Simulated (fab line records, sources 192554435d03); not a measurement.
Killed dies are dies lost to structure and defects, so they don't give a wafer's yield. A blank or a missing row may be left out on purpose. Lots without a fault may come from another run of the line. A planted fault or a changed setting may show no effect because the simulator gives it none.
One fault seen from 2 desks | flow n5_finfet | each desk has only its own numbers; what lay behind them comes last

THE TOOL OWNER'S DESK: litho_track-04
The tool's own readings at N5_BEOL_M0_CUTY_COAT_51 (resist thk 150 nm): means of the sampled wafers that have a number, for each lot that ran on this tool. A lot is out of limits, marked OUT, if its mean lies more than 4 standard deviations from the usual mean; the brackets give that distance.
Columns: A = exhaust_pa at N5_BEOL_M0_CUTY_COAT_51, usual 44.8 Pa; B = spin_speed_rpm at N5_BEOL_M0_CUTY_COAT_51, usual 1499.9 rpm
lot  | first seen here | A    | B
L642 | day 5 17:29     | 45.1 | 1499.3
L644 | day 6 02:03     | 44.5 | 1499.9
L647 | day 6 23:35     | 44.9 | 1406.4 (-94) OUT
L653 | day 8 16:48     | 45.3 | 1406.5 (-93) OUT
This desk's finding: out of limits on L647, L653; first on L647, day 6 23:35 (spin_speed_rpm at N5_BEOL_M0_CUTY_COAT_51). In limits: L642, L644.

THE METROLOGY DESK
What the gauges read, lot by lot, whatever tool the lot ran on: means of the sampled wafers that have a number. A lot is out of limits, marked OUT, if its mean lies more than 4 standard deviations from the usual mean; the brackets give that distance. Of its 12 readings 7 are shown: those that lie furthest out on some lot.
Columns: A = DIBL_N at N5_BEOL_M4_RC_MEAS_101, usual 36.4 mV/V; B = DIBL_P at N5_BEOL_M4_RC_MEAS_101, usual 36.3 mV/V; C = IOFF_N at N5_BEOL_M4_RC_MEAS_101, usual 0.163 nA/um; D = IOFF_P at N5_BEOL_M4_RC_MEAS_101, usual 0.21 nA/um; E = ION_P at N5_BEOL_M4_RC_MEAS_101, usual 461 uA/um; F = SS_P at N5_BEOL_M4_RC_MEAS_101, usual 73.3 mV/dec; G = VT_P at N5_BEOL_M4_RC_MEAS_101, usual -250 mV
lot  | first seen here | A    | B    | C     | D    | E   | F    | G
L642 | day 5 16:19     | 36.3 | 35.9 | 0.170 | 0.20 | 459 | 72.8 | -252
L644 | day 6 00:49     | 37.3 | 37.9 | 0.173 | 0.24 | 459 | 73.7 | -247
L647 | day 6 22:32     | 38.0 | 38.9 | 0.199 | 0.25 | 462 | 74.1 | -250
L653 | day 8 13:26     | 35.5 | 34.7 | 0.145 | 0.19 | 461 | 73.1 | -253
L656 | day 9 03:22     | 36.1 | 36.6 | 0.179 | 0.23 | 464 | 73.6 | -246
L661 | day 10 07:31    | 36.9 | 37.0 | 0.153 | 0.21 | 460 | 73.8 | -251
L662 | day 10 13:11    | 38.9 | 38.1 | 0.186 | 0.25 | 463 | 73.6 | -246
L663 | day 11 00:21    | 35.4 | 35.0 | 0.142 | 0.20 | 457 | 72.8 | -249
L664 | day 11 06:22    | 35.2 | 31.6 | 0.128 | 0.15 | 450 | 72.5 | -257
L665 | day 11 14:34    | 38.1 | 36.0 | 0.174 | 0.25 | 463 | 73.1 | -245
This desk's finding: nothing out of limits on any of the 10 lots.

PUT TOGETHER
The tool owner's desk could have raised an alarm at day 6 23:35, on L647, L653.
The metrology desk saw nothing out of limits.
The metrology desk has L647, L653 on record, within its limits.
Of the lots named, all ran N5_BEOL_M0_CUTY_COAT_51 on litho_track-04.

WHAT THE SIMULATOR HAD PUT IN
Process parameter drift: litho_track-04, from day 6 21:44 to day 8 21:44, at N5_BEOL_M0_CUTY_COAT_51. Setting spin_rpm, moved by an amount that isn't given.
Lots struck among those shown: L647, L653.
Hours from the fault's start to each desk's first reading out of limits: the tool owner's desk, 2.
